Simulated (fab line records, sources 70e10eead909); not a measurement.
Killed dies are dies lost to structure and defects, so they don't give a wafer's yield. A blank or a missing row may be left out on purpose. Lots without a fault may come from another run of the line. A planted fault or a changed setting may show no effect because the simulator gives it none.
A struck lot beside a sound one | flow nand_harc | 15 steps out of a route of 1302
Sound: wafers L756.2, L756.3, L756.4. Struck: wafers L760.2, L760.5, L760.6. The cause comes at the end.
At each step with rows: each side's tool, then ch and its chambers, then its first start. Under that, the readings that differ: sound wafers | struck wafers | difference of the means | sigmas: that difference in standard deviations of wafers without a fault.
alike: readings whose means differ by less than 2 such deviations, and words and numbers that are the same on both sides. not compared: withheld readings, readings that some wafer has no value for, bounds like >300 that may hide the same value, and numbers for which the record gives no deviation and whose values overlap.
The two part at a step that has a row with sigmas, a row that says differs or no value, or rows on one side only. Numbers that don't overlap but have no deviation are shown without sigmas and don't part them. A reading that every wafer of one side lacks parts them only if that side has two wafers or more.

NHARC_A_CONTACT_OVL_MEAS_70:
  sound on overlay-02, day 22 07:48; struck on overlay-01, day 23 06:49
  alike: overlay_x_nm, overlay_y_nm
NHARC_A_CONTACT_INSPECT_71:
  sound on defect_inspect-01, day 22 07:50; struck on defect_inspect-01, day 23 06:51
  reading          | sound   | struck      | difference | sigmas
  raw_defect_count | 21 21 9 | 141 158 175 | +141       | +4
NHARC_A_CONTACT_DESCUM_74: chemistry O2, time 3 s.
  sound on rie_diel-04 ch 0,1,2, day 22 07:53; struck on rie_diel-01 ch 0,1,3, day 23 06:56
  alike: drypump_motor_current_A, oes_product_au, rf_vpp_V, showerhead_plenum_p_Torr, throttle_valve_pct
  not compared: rf_hours_counter_h
then, 1 step without rows for these wafers: NHARC_A_CONTACT_ETCH_75 (etches the open film in CF4, target depth 39 nm, time 65 s).
NHARC_A_CONTACT_ETCH_76: etches the open film in N2/H2, target depth 260 nm, time 475.3 s.
  sound on rie_diel-04 ch 1,2,3; struck on rie_diel-01 ch 0,2,3
  reading                        | sound                | struck               | difference | sigmas
  chamber_pressure_mTorr (mTorr) | 29.987 30.002 29.983 | 30.034 30.092 30.010 | +0.055     | +2
  alike: bias_w, drypump_motor_current_A, oes_product_au, rf_vpp_V, showerhead_plenum_p_Torr, throttle_valve_pct
  not compared: rf_hours_counter_h
then, 3 steps without rows for these wafers: NHARC_A_CONTACT_ETCH_77 (etches the open film in CF4/CHF3, target depth 108.9 nm, time 54.5 s); NHARC_A_CONTACT_ETCH_78 (etches the open film in O2/COS, target depth 5300 nm, time 1378 s); NHARC_A_CONTACT_ETCH_124 (etches the open film in C4F8/O2/Ar, time 140 s, target depth 700 nm).
NHARC_A_CONTACT_ETCH_125: etches the open film in C4F8/O2/Ar, time 197 s, target depth 1918 nm.
  sound on har_cap_etch-01 ch 0,1, day 22 10:12; struck on har_cap_etch-02 ch 0,1, day 23 08:41
  alike: chamber_pressure_mTorr, oes_air_line_au
  not compared: rf_hours_counter_h
NHARC_A_CONTACT_ETCH_126: etches the open film in C4F8/O2/Ar, time 197 s, target depth 1918 nm.
  sound on har_cap_etch-01 ch 0,1, day 22 10:23; struck on har_cap_etch-02 ch 0,1, day 23 08:52
  alike: chamber_pressure_mTorr, oes_air_line_au
  not compared: rf_hours_counter_h
then, 1 step without rows for these wafers: NHARC_A_CONTACT_ETCH_127 (etches the open film in C4F8/O2/Ar, time 197 s, target depth 1918 nm).
NHARC_A_CONTACT_ETCH_128: etches the open film in C4F8/O2/Ar, time 197 s, target depth 1918 nm.
  sound on har_cap_etch-01 ch 0,1, day 22 10:44; struck on har_cap_etch-02 ch 0,1, day 23 09:13
  alike: chamber_pressure_mTorr, oes_air_line_au
  not compared: rf_hours_counter_h
NHARC_A_CONTACT_ETCH_129: etches the open film in C4F8/O2/Ar, time 197 s, target depth 1918 nm.
  sound on har_cap_etch-01 ch 0,1, day 22 10:55; struck on har_cap_etch-02 ch 0,1, day 23 09:23
  no value came back on the struck wafers for chamber_pressure_mTorr (mTorr), oes_air_line_au (a.u.); on the sound wafers chamber_pressure_mTorr (mTorr) reads 19.991 19.972 20.022
  not compared: rf_hours_counter_h
then, 1 step without rows for these wafers: NHARC_A_CONTACT_ETCH_130 (etches the open film in C4F8/O2/Ar, time 197 s, target depth 1918 nm).
-- the record jumps here: 2 days lie between the struck wafers' starts before and after (it left off in module A_CONTACT and takes up again in module END, whose first step shown is number 1302 of the route) --
NHARC_END_SORT_01:
  sound on prober-01 ch 0, day 24 19:59; struck on prober-01 ch 0, day 25 16:47
  reading         | sound    | struck      | difference | sigmas
  killed_at_array | 21 31 17 | 676 674 674 | +652       | +34
  killed_dies     | 24 35 19 | 677 677 677 | +651       | +33
  alike: killed_at_other, killed_at_periphery, killed_open, killed_short

WHERE THEY PART
First at NHARC_A_CONTACT_INSPECT_71; last, within this record, at NHARC_END_SORT_01.

WHY: what the simulator had put in
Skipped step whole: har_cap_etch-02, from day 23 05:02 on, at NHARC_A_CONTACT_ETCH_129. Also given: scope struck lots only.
